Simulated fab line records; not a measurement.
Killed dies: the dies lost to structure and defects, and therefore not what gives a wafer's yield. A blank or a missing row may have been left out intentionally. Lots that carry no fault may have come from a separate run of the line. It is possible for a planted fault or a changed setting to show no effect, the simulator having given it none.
Which of the tools did it? || flow n5Finfet || 10 lots (30 wafers sampled), 1 step of a 1938-step route

== WHAT THE GAUGES READ, wafer by wafer ==
N5_BEOL_M15_RS_MEAS_54: a four-point-probe measurement.
{"lot": "L149", "measured": "day 11 13:08", "on": "filmMetro-02", "M15_RS (ohm/sq)": "0.0212 0.0219 0.0215"}
{"lot": "L151", "measured": "day 11 15:38", "on": "filmMetro-01", "M15_RS (ohm/sq)": "0.0220 0.0217 0.0214"}
{"lot": "L152", "measured": "day 12 02:17", "on": "filmMetro-01", "M15_RS (ohm/sq)": "0.0211 0.0218 0.0211"}
{"lot": "L157", "measured": "day 13 19:25", "on": "filmMetro-02", "M15_RS (ohm/sq)": "0.0214 0.0219 0.0213"}
{"lot": "L159", "measured": "day 14 03:26", "on": "filmMetro-02", "M15_RS (ohm/sq)": "0.0217 0.0221 0.0220"}
{"lot": "L158", "measured": "day 14 04:24", "on": "filmMetro-02", "M15_RS (ohm/sq)": "0.0221 0.0221 0.0222"}
{"lot": "L164", "measured": "day 15 09:53", "on": "filmMetro-02", "M15_RS (ohm/sq)": "0.0212 0.0216 0.0217"}
{"lot": "L168", "measured": "day 16 16:29", "on": "filmMetro-01", "M15_RS (ohm/sq)": "0.0212 0.0213 0.0214"}
{"lot": "L169", "measured": "day 17 08:08", "on": "filmMetro-02", "M15_RS (ohm/sq)": "0.0217 0.0213 0.0218"}
{"lot": "L171", "measured": "day 17 22:22", "on": "filmMetro-02", "M15_RS (ohm/sq)": "0.0219 0.0216 0.0212"}

== WHAT TOOL EACH LOT RAN ON (gives the tool, then ch and the chambers of the sampled wafers, and finally the start) ==
Record: no process step prior to these readings.

== THE ANSWER, worked out from the rows above alone ==
Rule: the usual values come from the lots themselves. Put in order of their means at a reading, lots are off if they are a third of the lots or fewer, leave a main group of 4 or more, and stand apart from it by a gap of 3 or more times the standard deviation of the main group's means; of several such gaps the widest counts. A main group whose means are all the same, to the digits that the tables above print for the reading, isn't used. Also off: a lot with no number at a reading for which 4 or more lots have one. Where the step has rows for the other lots, those lots are counted as sound.
No lot is off on any of the readings shown, so nothing can be concluded from this.

== WHAT THE SIMULATOR HAD INSERTED ==
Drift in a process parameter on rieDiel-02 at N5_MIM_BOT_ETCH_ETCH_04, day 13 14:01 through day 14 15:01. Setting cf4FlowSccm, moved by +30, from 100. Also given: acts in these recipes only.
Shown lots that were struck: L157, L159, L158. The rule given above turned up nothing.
